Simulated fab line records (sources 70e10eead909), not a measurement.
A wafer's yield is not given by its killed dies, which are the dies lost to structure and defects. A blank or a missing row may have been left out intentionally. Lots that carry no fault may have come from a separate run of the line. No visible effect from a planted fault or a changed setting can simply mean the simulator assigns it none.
Which of the tools did it?	flow nand-harc	7 lots with 21 wafers sampled at 3 steps, on a route of 1302 steps

WHAT THE GAUGES SHOWED, per wafer
NHARC_A_ONON_D2_THK_MEAS_21: measures by ellipsometry.
lot	measured	on	thk-nm (nm)
L652	day 13 10:38	film-metro-02	983 982 984
L654	day 14 09:05	film-metro-01	999 996 996
L659	day 15 19:21	film-metro-02	984 985 985
L663	day 17 11:28	film-metro-01	1002 1001 1001
L670	day 20 12:03	film-metro-02	1635 1636 1636
L672	day 21 18:54	film-metro-01	1004 1005 1006
L674	day 22 16:47	film-metro-01	1006 1006 1008

WHICH TOOL RAN EACH LOT (tool, then ch and the chambers of the sampled wafers, then the start)
lot	NHARC_A_CHANNEL_FILL_D1_ETCHBACK_08	NHARC_A_ONON_D2_DEP_19
L652	rie-diel-11 ch 0,2, day 13 10:11 or earlier	pecvd-onon-04 ch 0, day 13 10:11
L654	rie-diel-01 ch 2,3, day 14 08:34 or earlier	pecvd-onon-01 ch 0, day 14 08:34
L659	rie-diel-04 ch 0,2,3, day 15 18:50 or earlier	pecvd-onon-03 ch 0, day 15 18:50
L663	rie-diel-01 ch 0,2, day 17 10:58 or earlier	pecvd-onon-03 ch 0, day 17 10:58
L670	rie-diel-11 ch 0,2,3, day 20 11:36 or earlier	pecvd-onon-04 ch 0, day 20 11:36
L672	rie-diel-01 ch 0,1,3, day 21 18:23 or earlier	pecvd-onon-03 ch 0, day 21 18:23
L674	rie-diel-11 ch 1,2,3, day 22 16:16 or earlier	pecvd-onon-03 ch 0, day 22 16:16
- NHARC_A_CHANNEL_FILL_D1_ETCHBACK_08: etches the open film in C4F8, target depth 220 nm, time 110 s.
- NHARC_A_ONON_D2_DEP_19: target thk 1000 nm.

THE ANSWER, worked out from the rows above alone
Rule: the usual values come from the lots themselves. Put in order of their means at a reading, lots are off if they are a third of the lots or fewer, leave a main group of 4 or more, and stand apart from it by a gap of 3 or more times the standard deviation of the main group's means; of several such gaps the widest counts. The tables above print the reading to a certain number of digits; a main group whose means all agree to those digits is not used. A lot without any number at a reading at which 4 lots or more have one is off too. All remaining lots with rows at the step are treated as sound.
Off at NHARC_A_ONON_D2_THK_MEAS_21 (thk-nm): L670. The main group: mean 996 nm, standard deviation 9.3.
A tool fits if, at a process step before that reading, it ran every lot that is off, and no sound lot after the first of them. Those tools and the gauges at NHARC_A_ONON_D2_THK_MEAS_21 are tried in the same way. Because NHARC_A_CHANNEL_FILL_D1_ETCHBACK_08 lacks a start for some lots, the hours and order of its lots are taken from NHARC_A_ONON_D2_DEP_19. Can't be told from this: 2 tools fit, pecvd-onon-04 at NHARC_A_ONON_D2_DEP_19, film-metro-02 at NHARC_A_ONON_D2_THK_MEAS_21.

WHAT THE SIMULATOR HAD PUT IN
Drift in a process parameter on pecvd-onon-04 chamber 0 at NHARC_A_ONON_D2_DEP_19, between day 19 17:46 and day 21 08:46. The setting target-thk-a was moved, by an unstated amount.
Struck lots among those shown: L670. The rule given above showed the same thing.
